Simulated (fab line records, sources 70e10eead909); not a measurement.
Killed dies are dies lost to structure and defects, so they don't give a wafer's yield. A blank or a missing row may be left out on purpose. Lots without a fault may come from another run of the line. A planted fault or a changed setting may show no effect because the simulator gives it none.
fab line records | flow nand_harc
record lots=24 wafers=72 last_day=33
route steps=1302 shown A_SLIT@943 A_SIN_REMOVE@951 A_WL_FILL@977 A_CONTACT@1011
lots that met no fault: from a run of the same line without faults
start_h: hours from the record's first day to the start of the lot's first wafer shown | wait_h: hours since the lot's step before | " the same as in the row above | L1.1+2: a row that stands for several wafers | - no value, or no start given | * or withheld: withheld | < > ~ a bound
route shown NAME@n: a module of which the file shows steps, and the number in the route of the first | usual: mean/standard deviation of fault-free wafers | same: alike in all rows | chamber/n: place in a boat | sites: the reading at each site | _std_site: their standard deviation | _edge_site: outer sites' mean less inner sites' | radius_mm: how far each site lies from the wafer's centre | mask NAME#n: copy n | behind: the tool/chamber that last shaped the wafer | hold: why the lot was held/for how many hours/how that ended | device: the transistor (n, p or np) that didn't switch | end of line: the same wafers' tests at the end of the route | a step without rows: its recipe alone | killed: dies lost to structure and defects at the first sort, not the wafer's yield | map: a wafer's dies, x killed, . not, _ none there
set.NAME: the setting as run; set.NAME@STEP: as run at that earlier step | model.NAME: the simulator's own value behind a step, which no gauge read
steps of the route over a sample of lots; a table a step, a row a wafer
services: from which hour (start_h, from the record's first day; less than 0 if before it) a tool's chamber was out of use, for how many hours, and why
## steps
# step NHARC_A_SLIT_STRIP_18
# recipe o2_flow_sccm=500 ar_flow_sccm=0 bias_w=0 chemistry=O2
# usual drypump_motor_current_A=5.9/0.47 oes_product_au=0.998/0.011 rf_vpp_V=57.5/0.93 showerhead_plenum_p_Torr=3.45/0.15 throttle_valve_pct=17.036/0.0089
# columns lot.wafer tool chamber start_h wait_h drypump_motor_current_A oes_product_au rf_hours_counter_h rf_vpp_V showerhead_plenum_p_Torr throttle_valve_pct
L074.2 rie_diel-07 1 - - 5.9 1.009 5 58.5 3.38 17.034
L074.6 " 3 " " 6.0 0.987 - 59.4 3.62 17.034
L074.5 " 0 " " 6.8 0.993 - 58.1 3.53 17.025
L075.1 rie_diel-13 1 - - 5.7 0.997 7 59.0 3.69 17.047
L075.3 " 2 " " 5.2 1.009 7 55.8 3.29 17.023
L075.5 " 1 " " 5.6 0.995 - 58.7 3.69 17.028
L076.4 rie_diel-07 0 - - 6.8 0.995 9 58.3 3.52 17.023
L076.2 " 1 " " 5.9 0.995 6 57.3 3.38 17.038
L076.5 " 0 " " 6.8 0.999 - 56.5 3.52 17.034
L077.3 rie_diel-09 1 - - 5.2 0.986 10 57.8 3.60 17.048
L077.2 " 3 " " 6.6 0.987 10 57.3 3.64 17.030
L077.6 " 1 " " 5.2 1.001 - 57.3 3.60 17.033
L079.2 rie_diel-09 2 - - 5.6 1.006 9 57.5 3.29 17.040
L079.6 " 1 " " 5.2 1.007 - 56.3 3.60 17.029
L079.4 " 2 " " 5.5 1.004 - 57.1 3.29 17.041
L078.1 rie_diel-07 1 - - 5.9 0.982 1 57.7 3.38 17.028
L078.3 " 3 " " 6.0 0.982 1 57.2 3.62 17.046
L078.2 " 0 " " 6.8 0.993 1 57.6 3.52 17.049
L080.4 rie_diel-13 1 - - 5.7 0.997 10 58.6 3.69 17.034
L080.1 " 2 " " 5.2 1.020 10 56.6 3.28 17.033
L080.6 " 2 " " 5.2 1.018 - 56.8 3.28 17.047
L081.4 rie_diel-07 2 - - 6.0 0.993 2 58.5 3.29 17.037
L081.1 " 3 " " 6.0 1.005 2 57.2 3.62 17.046
L081.6 " 1 " " 6.0 0.992 - 56.2 3.38 17.032
L082.3 rie_diel-07 3 - - 6.0 0.988 2 56.2 3.62 17.021
L082.2 " 0 " " 6.8 0.991 2 58.6 3.52 17.032
L082.5 " 3 " " 6.0 0.993 - 58.9 3.62 17.025
L083.2 rie_diel-07 2 - - 6.0 0.985 3 57.0 3.29 17.027
L083.1 " 3 " " 6.0 0.993 3 58.4 3.62 17.042
L083.3 " 1 " " 6.0 0.980 3 57.8 3.38 17.041
L085.1 rie_diel-09 0 - - 5.9 1.002 5 59.4 3.36 17.048
L085.2 " 2 " " 5.5 0.980 6 57.7 3.29 17.027
L085.6 " 1 " " 5.2 1.006 - 57.2 3.60 17.030
L084.4 rie_diel-13 3 - - 5.9 0.993 2 56.9 3.33 17.039
L084.3 " 1 " " 5.7 0.988 2 59.2 3.68 17.049
L084.5 " 2 " " 5.2 1.000 - 56.4 3.28 17.034
L086.3 rie_diel-13 2 - - 5.2 1.008 2 58.3 3.28 17.028
L086.2 " 3 " " 5.9 1.000 2 56.7 3.33 17.038
L086.5 " 1 " " 5.7 0.989 - 58.5 3.68 17.042
L088.1 rie_diel-09 2 - - 5.5 0.987 8 58.0 3.28 17.035
L088.4 " 1 " " 5.2 1.002 7 57.6 3.59 17.033
L088.5 " 3 " " 6.6 0.993 - 58.0 3.63 17.035
L089.3 rie_diel-13 1 - - 5.7 1.005 4 58.7 3.68 17.035
L089.2 " 0 " " 6.2 1.011 4 56.8 3.37 17.029
L089.5 " 2 " " 5.2 1.024 - 56.7 3.28 17.053
L087.3 rie_diel-09 1 - - 5.2 1.012 7 57.2 3.59 17.023
L087.6 " 3 " " 6.5 0.992 - 59.0 3.63 17.036
L087.5 " 0 " " 5.9 0.993 - 57.1 3.36 17.031
L091.2 rie_diel-13 0 - - 6.2 1.011 5 56.3 3.36 17.027
L091.4 " 1 " " 5.7 0.999 6 58.8 3.68 17.045
L091.5 " 0 " " 6.1 1.015 - 57.6 3.36 17.039
L090.2 rie_diel-09 3 - - 6.6 0.985 9 58.7 3.63 17.060
L090.3 " 1 " " 5.2 1.002 8 58.9 3.59 17.045
L090.6 " 0 " " 6.0 0.992 - 58.3 3.36 17.046
L092.2 rie_diel-13 2 - - 5.2 1.017 6 56.8 3.28 17.019
L092.5 " 2 " " 5.2 1.010 - 59.3 3.28 17.033
L092.6 " 0 " " 6.2 0.998 - 56.9 3.36 17.041
L093.2 rie_diel-07 0 - - 6.8 0.998 7 55.8 3.52 17.030
L093.1 " 1 " " 5.9 0.988 7 56.6 3.38 17.034
L093.4 " 3 " " 5.9 1.001 7 58.0 3.62 17.013
L094.4 rie_diel-13 3 - - 5.9 1.002 6 57.1 3.33 17.040
L094.2 " 0 " " 6.2 1.005 7 54.5 3.36 17.028
L094.5 " 3 " " 5.9 0.994 - 57.9 3.33 17.034
L095.2 rie_diel-13 1 - - 5.7 1.000 9 58.7 3.68 17.055
L095.3 " 2 " " 5.2 1.025 7 56.3 3.28 17.041
L095.6 " 0 " " 6.1 1.010 - 57.6 3.36 17.054
L096.2 rie_diel-09 2 - - 5.5 0.995 12 57.0 3.28 17.034
L096.3 " 0 " " 6.0 1.008 12 57.0 3.36 17.039
L096.5 " 3 " " 6.5 0.987 - 58.2 3.63 17.042
L097.3 rie_diel-09 3 - - 6.5 1.008 0 57.0 3.63 17.032
L097.6 " 2 " " 5.5 1.004 - 56.9 3.28 17.052
L097.5 " 3 " " 6.6 0.998 - 57.6 3.63 17.032
# step NHARC_A_SIN_REMOVE_INSPECT_04
# usual raw_defect_count=415/88
# columns lot.wafer tool chamber start_h wait_h raw_defect_count
L074.2 defect_inspect-01 - 444.31 0.0 691
L074.5 " - " " 616
L074.6 " - " " 411
L075.1 defect_inspect-02 - 473.94 0.0 337
L075.3 " - " " 316
L075.5 " - " " 388
L076.2 defect_inspect-01 - 473.94 0.0 418
L076.4 " - " " 487
L076.5 " - " " 406
L077.2 defect_inspect-02 - 478.11 0.0 273
L077.3 " - " " 280
L077.6 " - " " 287
L078.1 defect_inspect-02 - 501.71 0.0 399
L078.2 " - " " 424
L078.3 " - " " 484
L079.2 defect_inspect-01 - 501.71 0.0 394
L079.4 " - " " 613
L079.6 " - " " 322
L080.1 defect_inspect-01 - 518.69 0.0 367
L080.4 " - " " 389
L080.6 " - " " 365
L081.1 defect_inspect-01 - 532.68 0.0 450
L081.4 " - " " 489
L081.6 " - " " 391
L082.2 defect_inspect-02 - 534.44 0.0 354
L082.3 " - " " 368
L082.5 " - " " 417
L083.1 defect_inspect-01 - 546.04 0.0 334
L083.2 " - " " 360
L083.3 " - " " 417
L085.1 defect_inspect-02 - 564.06 0.0 345
L085.2 " - " " 377
L085.6 " - " " 387
L084.3 defect_inspect-01 - 564.09 0.0 307
L084.4 " - " " 395
L084.5 " - " " 358
L086.2 defect_inspect-01 - 569.48 0.0 384
L086.3 " - " " 344
L086.5 " - " " 352
L089.2 defect_inspect-01 - 600.39 0.0 505
L089.3 " - " " 482
L089.5 " - " " 508
L088.1 defect_inspect-02 - 600.41 0.0 407
L088.4 " - " " 381
L088.5 " - " " 340
L087.3 defect_inspect-02 - 604.24 0.0 462
L087.5 " - " " 401
L087.6 " - " " 517
L090.2 defect_inspect-02 - 613.13 0.0 663
L090.3 " - " " 395
L090.6 " - " " 571
L091.2 defect_inspect-01 - 613.13 0.0 406
L091.4 " - " " 330
L091.5 " - " " 332
L092.2 defect_inspect-02 - 643.30 0.0 519
L092.5 " - " " 562
L092.6 " - " " 615
L093.1 defect_inspect-02 - 648.47 0.0 371
L093.2 " - " " 353
L093.4 " - " " 495
L094.2 defect_inspect-02 - 659.76 0.0 623
L094.4 " - " " 412
L094.5 " - " " 435
L095.2 defect_inspect-01 - 659.80 0.0 406
L095.3 " - " " 361
L095.6 " - " " 421
L096.2 defect_inspect-02 - 679.31 0.0 370
L096.3 " - " " 321
L096.5 " - " " 556
L097.3 defect_inspect-01 - 691.31 0.0 383
L097.5 " - " " 506
L097.6 " - " " 423
# step NHARC_A_WL_FILL_CMP_12
# recipe t_overpolish_s=30 target_thk_nm=100
# usual motor_current_A=12.4/1.5 overpolish_run_s=30.000/0.0095 time_to_endpoint_s=20.0/2
# columns lot.wafer tool chamber start_h wait_h motor_current_A overpolish_run_s time_to_endpoint_s
L074.2 cmp-01 1 460.81 0.2 13.2 29.995 21.7
L074.6 " 2 " " 10.8 30.001 20.3
L074.5 " 3 " " 11.4 30.002 17.9
L075.3 cmp-04 2 494.74 0.1 12.5 30.010 16.0
L075.1 " 0 " " 10.0 29.994 17.1
L075.5 " 1 " " 16.8 29.979 17.3
L076.4 cmp-01 3 494.74 0.1 12.0 29.984 19.7
L076.2 " 0 " " 12.0 30.020 21.5
L076.5 " 3 " " 12.2 30.015 21.2
L077.2 cmp-04 1 497.42 0.2 15.6 29.998 21.5
L077.3 " 2 " " 12.0 30.003 18.4
L077.6 " 0 " " 10.0 29.978 22.6
L078.2 cmp-04 3 520.00 0.1 12.2 30.007 21.7
L078.1 " 0 " " 9.7 29.989 20.0
L078.3 " 2 " " 12.6 30.000 18.9
L079.4 cmp-01 2 520.18 0.1 11.2 30.007 20.7
L079.2 " 3 " " 11.6 29.984 18.8
L079.6 " 0 " " 11.7 29.990 21.2
L080.1 cmp-04 2 540.34 0.2 12.4 30.007 21.8
L080.4 " 0 " " 9.3 29.993 18.4
L080.6 " 2 " " 12.1 30.018 23.4
L081.4 cmp-03 3 552.00 0.1 13.1 30.002 21.0
L081.1 " 1 " " 11.8 29.990 21.9
L081.6 " 2 " " 13.9 29.999 21.4
L082.3 cmp-03 1 554.53 0.1 12.2 29.995 21.8
L082.2 " 2 " " 13.7 30.010 20.0
L082.5 " 2 " " 13.5 29.991 20.0
L083.1 cmp-03 3 566.44 0.2 13.3 29.977 21.7
L083.3 " 0 " " 13.2 29.996 17.7
L083.2 " 1 " " 11.3 30.015 19.0
L086.3 cmp-03 0 585.91 0.1 13.2 30.004 17.5
L086.2 " 3 " " 12.6 29.998 16.5
L086.5 " 1 " " 11.4 30.013 19.1
L084.4 cmp-01 3 585.94 0.2 11.7 29.983 17.0
L084.3 " 0 " " 11.8 29.987 21.1
L084.5 " 2 " " 11.1 29.990 21.0
L085.1 cmp-01 0 586.04 0.1 11.6 29.987 20.9
L085.2 " 2 " " 11.2 29.984 20.7
L085.6 " 0 " " 12.5 30.014 21.7
L089.2 cmp-03 1 618.15 0.2 12.3 29.991 20.6
L089.3 " 0 " " 13.0 30.017 17.7
L089.5 " 2 " " 13.5 29.996 19.8
L088.4 cmp-04 3 618.34 0.2 12.4 30.006 19.8
L088.1 " 0 " " 10.1 30.008 19.6
L088.5 " 2 " " 12.0 29.996 18.9
L087.3 cmp-01 0 622.62 0.1 11.2 30.000 16.9
L087.5 " 0 " " 12.0 30.005 18.7
L087.6 " 1 " " 11.9 29.998 17.6
L091.4 cmp-01 2 631.52 0.1 11.1 29.989 19.7
L091.2 " 3 " " 11.8 30.000 18.0
L091.5 " 1 " " 12.3 30.005 18.8
L090.3 cmp-03 3 631.65 0.1 13.9 30.014 19.1
L090.2 " 0 " " 13.2 29.990 18.3
L090.6 " 3 " " 13.8 29.988 21.9
L093.2 cmp-04 1 664.20 0.1 15.5 30.005 19.2
L093.4 " 2 " " 12.3 30.010 22.4
L093.1 " 3 " " 12.1 30.000 26.6
L092.2 cmp-01 2 667.21 0.2 11.3 29.995 17.9
L092.6 " 0 " " 12.1 29.993 19.1
L092.5 " 1 " " 12.0 30.002 18.7
L095.3 cmp-01 1 679.82 0.1 12.7 29.999 18.9
L095.2 " 2 " " 10.4 29.996 22.0
L095.6 " 2 " " 11.2 29.999 20.9
L094.2 cmp-04 1 683.00 0.2 16.3 30.005 18.1
L094.4 " 3 " " 13.0 30.005 21.6
L094.5 " 1 " " 15.8 30.010 20.0
L096.2 cmp-01 2 699.72 0.2 11.2 30.003 20.5
L096.3 " 0 " " 11.7 29.993 20.1
L096.5 " 1 " " 12.9 29.993 20.4
L097.3 cmp-03 2 711.16 0.2 14.1 30.000 22.2
L097.6 " 3 " " 13.5 30.003 19.7
L097.5 " 0 " " 12.7 29.993 15.3
# step NHARC_A_CONTACT_ETCH_117
# recipe source_w=withheld pressure_mtorr=20 bias_v=3000 time_s=190 target_depth_a=18500 ar_flow_sccm=withheld c4f8_flow_sccm=withheld o2_flow_sccm=withheld chemistry=C4F8/O2/Ar
# usual oes_air_line_au=1.002/0.023
# columns lot.wafer tool chamber start_h wait_h oes_air_line_au rf_hours_counter_h
L074.2 har_cap_etch-03 1 472.11 0.1 0.983 36
L074.5 " 1 " " 0.977 -
L074.6 " 0 " " 1.028 -
L076.2 har_cap_etch-02 1 503.99 0.1 0.978 83
L076.4 " 0 " " 1.006 -
L076.5 " 1 " " 0.992 -
L075.1 har_cap_etch-03 1 505.35 0.2 0.990 44
L075.3 " 0 " " 1.004 -
L075.5 " 1 " " 1.036 -
L077.2 har_cap_etch-02 0 508.42 0.1 0.986 86
L077.3 " 0 " " 1.011 -
L077.6 " 1 " " 0.999 -
L079.2 har_cap_etch-03 0 530.33 0.1 1.014 49
L079.4 " 0 " " 1.004 -
L079.6 " 0 " " 0.988 -
L078.1 har_cap_etch-02 1 530.47 0.1 1.010 91
L078.2 " 0 " " 0.985 91
L078.3 " 0 " " 1.037 -
L080.1 har_cap_etch-03 0 549.55 0.1 0.969 53
L080.4 " 1 " " 1.011 -
L080.6 " 1 " " 1.016 -
L081.1 har_cap_etch-01 1 565.65 0.1 0.996 7
L081.4 " 0 " " 1.033 -
L081.6 " 0 " " 1.039 -
L082.2 har_cap_etch-03 1 567.62 0.1 1.001 55
L082.3 " 0 " " 1.010 -
L082.5 " 1 " " 1.020 -
L083.2 har_cap_etch-01 0 575.56 0.1 0.993 9
L083.1 " 1 " " 1.008 9
L083.3 " 1 " " 0.953 -
L086.2 har_cap_etch-01 1 596.51 0.1 1.003 13
L086.3 " 1 " " 0.991 -
L086.5 " 1 " " 1.000 -
L084.3 har_cap_etch-02 1 596.89 0.1 0.975 -
L084.4 " 0 " " 0.987 -
L084.5 " 1 " " 0.982 -
L085.1 har_cap_etch-03 1 597.41 0.1 1.018 61
L085.2 " 0 " " 1.039 61
L085.6 " 0 " " 1.014 -
L089.2 har_cap_etch-02 0 627.35 0.1 0.974 106
L089.3 " 1 " " 0.993 -
L089.5 " 0 " " 0.992 -
L088.1 har_cap_etch-03 0 628.28 0.1 0.971 66
L088.4 " 0 " " 0.960 -
L088.5 " 1 " " 1.019 -
L087.3 har_cap_etch-01 1 633.48 0.1 1.009 -
L087.6 " 0 " " 1.008 -
L087.5 " 1 " " 1.015 -
L091.2 har_cap_etch-01 0 642.38 0.1 1.009 23
L091.4 " 0 " " 0.997 -
L091.5 " 0 " " 0.989 -
L090.2 har_cap_etch-02 0 642.64 0.1 0.950 110
L090.3 " 0 " " 0.955 -
L090.6 " 1 " " 1.025 -
L093.2 har_cap_etch-02 0 673.28 0.1 1.033 116
L093.1 " 1 " " 1.007 116
L093.4 " 0 " " 1.035 -
L092.2 har_cap_etch-03 0 676.25 0.1 0.982 75
L092.5 " 0 " " 0.996 -
L092.6 " 1 " " 1.030 -
L095.2 har_cap_etch-03 0 690.84 0.1 0.978 77
L095.3 " 0 " " 0.974 -
L095.6 " 0 " " 0.997 -
L094.2 har_cap_etch-03 0 697.96 0.2 0.990 79
L094.4 " 0 " " 1.001 -
L094.5 " 0 " " 1.005 -
L096.2 har_cap_etch-03 0 709.96 0.2 1.006 82
L096.3 " 0 " " 1.009 -
L096.5 " 1 " " 0.970 -
L097.3 har_cap_etch-02 1 720.48 0.1 1.042 -
L097.5 " 0 " " 1.033 -
L097.6 " 1 " " 1.021 -
# step NHARC_A_CONTACT_ETCH_75
# recipe target_depth_a=390 over_etch_frac=0.3 time_s=65 ion_energy_ev=80 cf4_flow_sccm=150 ar_flow_sccm=0 rf_w=300 bias_w=100 chemistry=CF4
# usual drypump_motor_current_A=5.8/0.52 oes_product_au=1.001/0.0096 rf_vpp_V=151.0/1.2 showerhead_plenum_p_Torr=1.76/0.075 throttle_valve_pct=13.285/0.008
# columns lot.wafer tool chamber start_h wait_h drypump_motor_current_A oes_product_au rf_hours_counter_h rf_vpp_V showerhead_plenum_p_Torr throttle_valve_pct
L074.2 rie_diel-06 2 479.53 0.1 5.0 1.007 65 151.2 1.74 13.280
L074.5 " 2 " " 5.0 0.990 - 150.7 1.74 13.286
L074.6 " 3 " " 6.5 1.002 - 149.1 1.65 13.271
L076.2 rie_diel-06 0 511.27 0.1 5.7 0.992 8 152.1 1.83 13.284
L076.4 " 3 " " 6.5 1.007 6 152.8 1.91 13.290
L076.5 " 0 " " 5.6 0.991 - 150.9 1.83 13.293
L075.3 rie_diel-04 2 512.89 0.1 5.8 1.002 24 149.5 1.66 13.269
L075.1 " 3 " " 5.7 0.987 24 149.7 1.69 13.282
L075.5 " 0 " " 6.6 0.997 - 152.0 1.85 13.273
L077.3 rie_diel-06 2 515.89 0.1 5.0 1.006 7 149.8 1.74 13.279
L077.2 " 0 " " 5.7 0.998 10 151.0 1.83 13.283
L077.6 " 1 " " 5.5 0.995 - 150.8 1.80 13.292
L079.2 rie_diel-01 0 538.12 0.1 5.5 0.998 49 149.2 1.75 13.280
L079.4 " 1 " " 6.7 1.007 48 151.5 1.78 13.276
L079.6 " 3 " " 4.9 0.987 - 149.5 1.67 13.281
L078.2 rie_diel-06 0 538.78 0.1 5.6 0.997 16 150.2 1.83 13.291
L078.1 " 1 " " 5.5 0.988 15 152.2 1.80 13.290
L078.3 " 2 " " 5.0 1.000 15 149.9 1.73 13.278
L080.1 rie_diel-04 1 557.92 0.1 5.9 0.995 1 149.0 1.71 13.275
L080.4 " 2 " " 5.8 0.995 1 150.1 1.66 13.280
L080.6 " 0 " " 6.5 1.021 - 152.0 1.84 13.280
L082.2 rie_diel-04 1 575.19 0.1 5.9 0.992 4 150.3 1.71 13.284
L082.3 " 2 " " 5.8 0.993 5 148.8 1.65 13.287
L082.5 " 1 " " 5.9 1.001 - 149.4 1.71 13.275
L081.1 rie_diel-01 1 575.88 0.1 6.8 1.016 5 149.5 1.77 13.285
L081.4 " 3 " " 4.9 0.999 4 150.0 1.67 13.281
L081.6 " 1 " " 6.7 1.019 - 150.9 1.77 13.287
L083.2 rie_diel-04 3 582.95 0.1 5.7 0.997 6 149.7 1.69 13.272
L083.1 " 0 " " 6.6 1.023 5 151.5 1.84 13.273
L083.3 " 2 " " 5.9 1.011 7 149.8 1.65 13.282
L086.3 rie_diel-04 0 604.16 0.1 6.6 1.017 8 152.1 1.84 13.296
L086.2 " 2 " " 5.8 0.995 10 150.0 1.65 13.280
L086.5 " 0 " " 6.6 1.015 - 151.1 1.84 13.293
L084.4 rie_diel-06 3 605.11 0.1 6.5 0.997 43 152.4 1.90 13.289
L084.3 " 1 " " 5.5 0.991 37 151.7 1.79 13.290
L084.5 " 3 " " 6.5 0.996 - 153.2 1.90 13.280
L085.1 rie_diel-06 0 607.80 0.1 5.6 1.002 34 152.6 1.82 13.279
L085.2 " 3 " " 6.5 1.006 44 152.7 1.90 13.287
L085.6 " 0 " " 5.7 1.008 - 152.7 1.82 13.287
L089.3 rie_diel-04 2 634.81 0.1 5.8 0.982 14 148.7 1.65 13.287
L089.2 " 1 " " 5.9 1.006 12 150.3 1.70 13.286
L089.5 " 3 " " 5.6 0.994 - 150.5 1.68 13.290
L088.4 rie_diel-06 1 635.72 0.1 5.5 1.003 49 151.0 1.79 13.305
L088.1 " 3 " " 6.5 1.006 54 153.3 1.89 13.275
L088.5 " 0 " " 5.6 1.002 - 152.9 1.82 13.275
L087.3 rie_diel-06 0 640.82 0.1 5.6 0.998 44 151.1 1.82 13.292
L087.6 " 2 " " 5.0 0.991 - 151.3 1.72 13.289
L087.5 " 3 " " 6.5 1.009 - 152.6 1.89 13.293
L091.2 rie_diel-06 3 650.18 0.1 6.5 1.001 61 152.1 1.89 13.289
L091.4 " 0 " " 5.7 0.997 50 151.1 1.82 13.285
L091.5 " 0 " " 5.6 1.005 - 151.7 1.82 13.296
L090.3 rie_diel-06 1 650.52 0.2 5.5 0.999 54 152.5 1.78 13.279
L090.2 " 0 " " 5.6 1.005 50 151.3 1.82 13.288
L090.6 " 1 " " 5.5 1.012 - 150.6 1.79 13.291
L093.1 rie_diel-04 1 682.75 0.1 5.9 1.005 19 149.7 1.70 13.276
L093.4 " 2 " " 5.8 0.999 21 148.8 1.65 13.291
L093.2 " 3 " " 5.7 0.977 20 150.4 1.68 13.293
L092.2 rie_diel-01 1 683.87 0.1 6.8 1.018 41 150.6 1.76 13.307
L092.6 " 1 " " 6.8 1.010 - 151.5 1.76 13.273
L092.5 " 2 " " 5.7 0.993 - 149.3 1.73 13.305
L095.2 rie_diel-04 1 698.92 0.1 5.9 1.002 21 150.8 1.70 13.282
L095.3 " 0 " " 6.6 1.018 19 152.8 1.84 13.286
L095.6 " 1 " " 5.9 1.005 - 150.4 1.70 13.279
L094.2 rie_diel-01 2 706.98 0.1 5.7 0.987 49 150.8 1.73 13.273
L094.4 " 0 " " 5.5 0.998 54 152.4 1.74 13.298
L094.5 " 2 " " 5.7 1.000 - 150.5 1.73 13.278
L096.3 rie_diel-06 3 717.59 0.1 6.5 1.006 15 152.7 1.89 13.289
L096.2 " 1 " " 5.5 0.982 16 150.8 1.78 13.291
L096.5 " 3 " " 6.5 1.011 - 152.8 1.89 13.291
L097.3 rie_diel-04 2 731.42 0.1 5.8 1.003 2 149.7 1.65 13.301
L097.6 " 0 " " 6.6 1.021 - 150.6 1.84 13.287
L097.5 " 1 " " 5.9 0.999 - 149.5 1.70 13.293
# step NHARC_A_CONTACT_ETCH_76
# recipe target_depth_a=2600 over_etch_frac=0.3 time_s=475.3 ion_energy_ev=200 n2_flow_sccm=150 h2_flow_sccm=150 ar_flow_sccm=0 rf_w=400 bias_w=150 chemistry=N2/H2
# usual drypump_motor_current_A=5.8/0.53 oes_product_au=0.999/0.01 rf_vpp_V=430.2/2.9 showerhead_plenum_p_Torr=2.03/0.098 throttle_valve_pct=14.171/0.009
# columns lot.wafer tool chamber start_h wait_h drypump_motor_current_A oes_product_au rf_hours_counter_h rf_vpp_V showerhead_plenum_p_Torr throttle_valve_pct
L074.2 rie_diel-06 3 - - 6.5 0.985 60 426.2 1.88 14.175
L074.6 " 0 " " 5.6 1.001 - 433.4 2.12 14.185
L074.5 " 2 " " 5.0 0.998 - 429.1 2.00 14.171
L076.2 rie_diel-06 3 - - 6.5 1.003 6 435.5 2.22 14.159
L076.4 " 1 " " 5.5 0.999 8 431.3 2.08 14.177
L076.5 " 0 " " 5.6 0.997 - 432.4 2.12 14.177
L075.1 rie_diel-04 0 - - 6.6 1.000 22 432.4 2.14 14.180
L075.3 " 1 " " 6.0 0.982 22 429.8 1.96 14.169
L075.5 " 0 " " 6.6 0.999 - 434.0 2.14 14.160
L077.3 rie_diel-06 0 - - 5.6 0.986 10 431.1 2.12 14.177
L077.2 " 2 " " 5.0 1.002 7 429.0 2.00 14.172
L077.6 " 0 " " 5.7 0.996 - 433.6 2.12 14.180
L079.4 rie_diel-01 1 - - 6.7 1.001 48 430.9 2.05 14.170
L079.2 " 2 " " 5.7 0.990 52 429.3 2.01 14.166
L079.6 " 3 " " 4.9 0.995 - 427.0 1.92 14.171
L078.3 rie_diel-06 3 - - 6.5 1.019 16 434.5 2.21 14.183
L078.1 " 0 " " 5.6 1.014 16 431.6 2.11 14.172
L078.2 " 2 " " 5.0 1.004 15 429.0 2.00 14.161
L080.4 rie_diel-04 2 - - 5.8 0.992 1 426.7 1.90 14.176
L080.1 " 0 " " 6.6 1.009 1 433.9 2.14 14.191
L080.6 " 2 " " 5.8 0.998 - 427.3 1.90 14.157
L082.2 rie_diel-04 1 - - 5.9 1.006 4 428.3 1.96 14.163
L082.3 " 3 " " 5.7 0.993 6 426.7 1.93 14.175
L082.5 " 1 " " 5.9 1.009 - 429.1 1.96 14.165
L081.4 rie_diel-01 0 - - 5.5 1.001 5 430.0 2.02 14.170
L081.1 " 1 " " 6.7 1.015 5 430.8 2.05 14.164
L081.6 " 3 " " 4.9 1.002 - 427.3 1.91 14.176
L083.2 rie_diel-04 0 - - 6.5 1.007 5 433.3 2.14 14.158
L083.1 " 1 " " 6.0 1.011 6 428.5 1.96 14.178
L083.3 " 2 " " 5.8 0.991 7 426.2 1.89 14.181
L086.3 rie_diel-04 2 - - 5.8 1.002 10 426.7 1.89 14.187
L086.2 " 3 " " 5.7 0.978 10 427.2 1.93 14.173
L086.5 " 0 " " 6.6 1.016 - 434.6 2.13 14.160
L084.3 rie_diel-06 3 - - 6.5 0.993 43 434.4 2.20 14.160
L084.4 " 1 " " 5.5 1.010 38 431.5 2.07 14.170
L084.5 " 3 " " 6.5 1.006 - 435.0 2.20 14.169
L085.1 rie_diel-06 0 - - 5.7 0.997 34 431.7 2.11 14.176
L085.2 " 3 " " 6.5 1.006 44 434.5 2.20 14.181
L085.6 " 1 " " 5.5 0.999 - 429.6 2.07 14.170
L089.3 rie_diel-04 2 - - 5.8 1.001 14 427.0 1.89 14.166
L089.2 " 0 " " 6.6 1.014 11 433.7 2.13 14.163
L089.5 " 2 " " 5.8 1.001 - 427.1 1.89 14.181
L088.4 rie_diel-06 1 - - 5.5 1.001 49 431.8 2.06 14.168
L088.1 " 0 " " 5.6 1.003 43 432.5 2.11 14.188
L088.5 " 2 " " 5.0 0.998 - 429.0 1.98 14.161
L087.3 rie_diel-06 3 - - 6.5 1.000 55 436.1 2.20 14.170
L087.6 " 1 " " 5.4 1.006 - 431.3 2.06 14.177
L087.5 " 2 " " 5.0 1.002 - 429.7 1.98 14.185
L091.4 rie_diel-06 0 - - 5.7 1.005 50 431.9 2.10 14.171
L091.2 " 1 " " 5.5 0.996 54 431.6 2.06 14.191
L091.5 " 3 " " 6.5 0.998 - 434.9 2.20 14.182
L090.3 rie_diel-06 3 - - 6.5 1.000 62 434.1 2.20 14.169
L090.2 " 0 " " 5.6 0.995 50 431.8 2.10 14.181
L090.6 " 2 " " 5.0 0.983 - 428.4 1.98 14.184
L093.1 rie_diel-04 0 - - 6.5 1.000 18 433.4 2.13 14.154
L093.4 " 1 " " 5.9 0.997 19 427.5 1.96 14.174
L093.2 " 2 " " 5.8 1.007 21 426.3 1.89 14.167
L092.2 rie_diel-01 3 - - 4.9 0.992 46 425.9 1.90 14.166
L092.5 " 3 " " 4.9 0.991 - 426.7 1.90 14.163
L092.6 " 0 " " 5.5 0.996 - 427.8 2.00 14.167
L095.2 rie_diel-04 3 - - 5.7 0.978 22 427.4 1.93 14.187
L095.3 " 1 " " 6.0 0.992 21 427.6 1.95 14.169
L095.6 " 0 " " 6.6 1.000 - 433.9 2.13 14.158
L094.4 rie_diel-01 2 - - 5.7 0.984 49 429.0 1.99 14.176
L094.2 " 1 " " 6.7 0.990 49 431.0 2.03 14.188
L094.5 " 2 " " 5.7 0.990 - 429.1 1.99 14.166
L096.3 rie_diel-06 2 - - 5.0 1.004 15 429.8 1.97 14.150
L096.2 " 0 " " 5.7 1.005 17 431.6 2.10 14.159
L096.5 " 2 " " 5.0 1.009 - 428.8 1.97 14.201
L097.3 rie_diel-04 1 - - 5.9 0.995 2 428.7 1.95 14.161
L097.5 " 1 " " 5.9 1.001 - 426.2 1.95 14.170
L097.6 " 2 " " 5.8 1.005 - 427.2 1.89 14.182
## services
# columns tool chamber start_h hours kind
har_cap_etch-03 - 421.53 0.4 repair
rie_diel-13 3 459.30 23.3 repair
rie_diel-13 0 477.46 19.5 repair
cmp-01 - 479.61 4.0 pm
rie_diel-04 0 480.25 2.6 repair
rie_diel-06 - 484.25 9.0 pm
rie_diel-13 - 519.01 9.0 pm
rie_diel-04 2 521.24 4.1 repair
rie_diel-04 - 532.46 9.0 pm
cmp-01 - 577.61 4.0 pm
rie_diel-06 0 595.74 4.3 repair
rie_diel-13 3 634.54 6.0 repair
cmp-01 - 638.15 0.9 repair
rie_diel-04 3 651.48 5.8 repair
rie_diel-06 2 654.40 3.1 repair
rie_diel-06 - 661.25 9.0 pm
rie_diel-04 - 665.26 1.2 repair
cmp-01 - 675.61 4.0 pm
rie_diel-13 0 676.70 3.4 repair
har_cap_etch-03 - 687.65 0.8 repair
rie_diel-13 - 696.01 9.0 pm
cmp-01 - 697.89 0.4 repair
rie_diel-04 - 709.46 9.0 pm
rie_diel-13 1 724.49 11.1 repair
## key
fault none
